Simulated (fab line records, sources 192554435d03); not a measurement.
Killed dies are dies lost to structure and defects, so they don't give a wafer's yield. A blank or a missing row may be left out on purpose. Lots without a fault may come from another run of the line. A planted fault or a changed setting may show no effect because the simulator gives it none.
Chamber matching | flow n5_finfet | N5_BEOL_M4_STRIP_66 on rie_diel-02: 4 sister chambers
The step strips in CF4. 8 wafers are shown with their chamber, then 7 later ones without.

WAFERS WITH THEIR CHAMBER
wafer  | chamber | showerhead_plenum_p_Torr (Torr) | throttle_valve_pct (%)
L381.3 | 1       | 1.73                            | 13.69
L382.1 | 2       | 1.75                            | 13.59
L382.6 | 0       | 1.79                            | 13.75
L385.1 | 3       | 1.86                            | 13.32
L385.2 | 0       | 1.78                            | 13.77
L385.3 | 2       | 1.75                            | 13.59
L387.4 | 1       | 1.72                            | 13.71
L387.5 | 3       | 1.86                            | 13.33

WAFERS WITHOUT THEIR CHAMBER
wafer  | showerhead_plenum_p_Torr (Torr) | throttle_valve_pct (%)
L387.6 | 1.78                            | 13.78
L399.3 | 1.72                            | 13.77
L399.4 | 1.74                            | 13.68
L399.5 | 1.72                            | 13.79
L400.2 | 1.72                            | 13.79
L400.3 | 1.85                            | 13.39
L400.5 | 1.77                            | 13.83

WHICH CHAMBER EACH WENT THROUGH
wafer  | from the rows above | in truth
L387.6 | 0                   | 0
L399.3 | 1                   | 1
L399.4 | 1                   | 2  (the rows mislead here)
L399.5 | 1                   | 1
L400.2 | 1                   | 1
L400.3 | 3                   | 3
L400.5 | 0                   | 0
Placed correctly: 6 of 7. Can't be placed from these rows: 0. Placed wrongly: 1.
How it was worked out, from the rows above alone: a wafer's distance from a chamber is the root of the sum, over the readings, of the square of ((its reading less the chamber's mean) divided by the reading's scatter). The wafer belongs to the nearest chamber; if the next one is less than 2 further off, it can't be placed. A chamber's mean is the mean of its shown wafers. The scatter: the root of (the sum of the squares of (reading less its chamber's mean) over the shown wafers, divided by (wafers less chambers)).
